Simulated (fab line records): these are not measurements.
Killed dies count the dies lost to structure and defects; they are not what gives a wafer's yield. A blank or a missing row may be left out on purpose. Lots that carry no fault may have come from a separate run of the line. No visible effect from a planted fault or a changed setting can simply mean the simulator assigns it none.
Problem report, 8D (eight disciplines) form, completed by code	flow n5_finfet	the parts of the form that need people (team, actions taken, sign-off) are left out

## 1. WHAT WENT WRONG
At N5_MOL_CONTACT_COAG_ALD_27, run_length_s averages 1449.5 s over 5 wafers from 3 lots, while fault-free wafers read 2769.7 s, standard deviation 0.71. So: -99 or more standard deviations from the usual mean.
The step: deposits SiOC, target thk 17 nm, pulse time 1.5 s, time 2720 s.
Seen first at day 7 01:52 on ald_sin-02, wafer L518.4. Wafers with a number at this step in the record: 27, from 10 lots. Rule for "out" (also "out of limits"): further than 4 standard deviations from the usual mean. The other wafers with a number count as sound.

## 2. WHAT IT IS, AND WHAT IT ISN'T
question	is	is not
which readings at this step	run_length_s	heater_power_w, precursor_pulse_height_rel
which lots	L518, L520, L522	L510, L512, L513, L524, L529, L531, L533
which wafers of those lots	L518.4, L520.2, L520.4, L522.2, L522.4	L518.6
read on which tools	ald_sin-02	ald_sin-01, ald_sin-03
when	from day 7 01:52	up to then (10 sound wafers); but 12 sound wafers of L524, L529, L531, L533 came after

## 3. WHAT RULES OUT EACH SUSPECT
Counting: any tool at a process step up to the reading remains a suspect provided it ran every lot that is out. Sound lots after the first of them don't rule it out here, since some wafers of a struck lot are sound.
- ald_sin-02 at N5_MOL_CONTACT_COAG_ALD_27 (deposits SiOC, target thk 17 nm, pulse time 1.5 s, time 2720 s): kept. It processed each lot that is out (first: L518, day 7 01:52); up to then, its last sound lot is L513 (day 5 21:17). Its own readings are out on those wafers: run_length_s.
After counting, what remains is ald_sin-02 at N5_MOL_CONTACT_COAG_ALD_27.

## 4. THE CAUSE (what the simulator had put in)
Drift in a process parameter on ald_sin-02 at N5_MOL_CONTACT_COAG_ALD_27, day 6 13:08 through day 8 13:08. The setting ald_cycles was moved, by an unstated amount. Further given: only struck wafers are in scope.
This tool alone remained once counting was done.

## 5. SEQUENCE OF EFFECTS, ordered by route
Rows list readings where the struck wafers' mean (over those with a number) sits beyond 3 standard deviations from the usual. Readings are gone through only where the record gives a usual standard deviation; hours: the median, over the lots, of the time from a lot's start at the first step in this table giving one to that lot's start at this step; sigmas: the change measured in usual standard deviations.
hours	step	reading	usual	on struck wafers	change	sigmas
0	N5_MOL_CONTACT_COAG_ALD_27	run_length_s	2769.7 s	1449.5	-1320.2	-99 or more
Here are the process steps it includes:
- N5_MOL_CONTACT_COAG_ALD_27: deposits SiOC, target thk 17 nm, pulse time 1.5 s, time 2720 s.
Later steps that measure or inspect, where all struck wafers having a row at the step show a number for every such reading and not one has moved that far: N5_BEOL_M4_RC_MEAS_101.

## 6. WHAT WOULD HAVE CAUGHT IT SOONER
In this record no reading fell out of limits until day 7 01:52, 13 hours after the fault had begun at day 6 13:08.
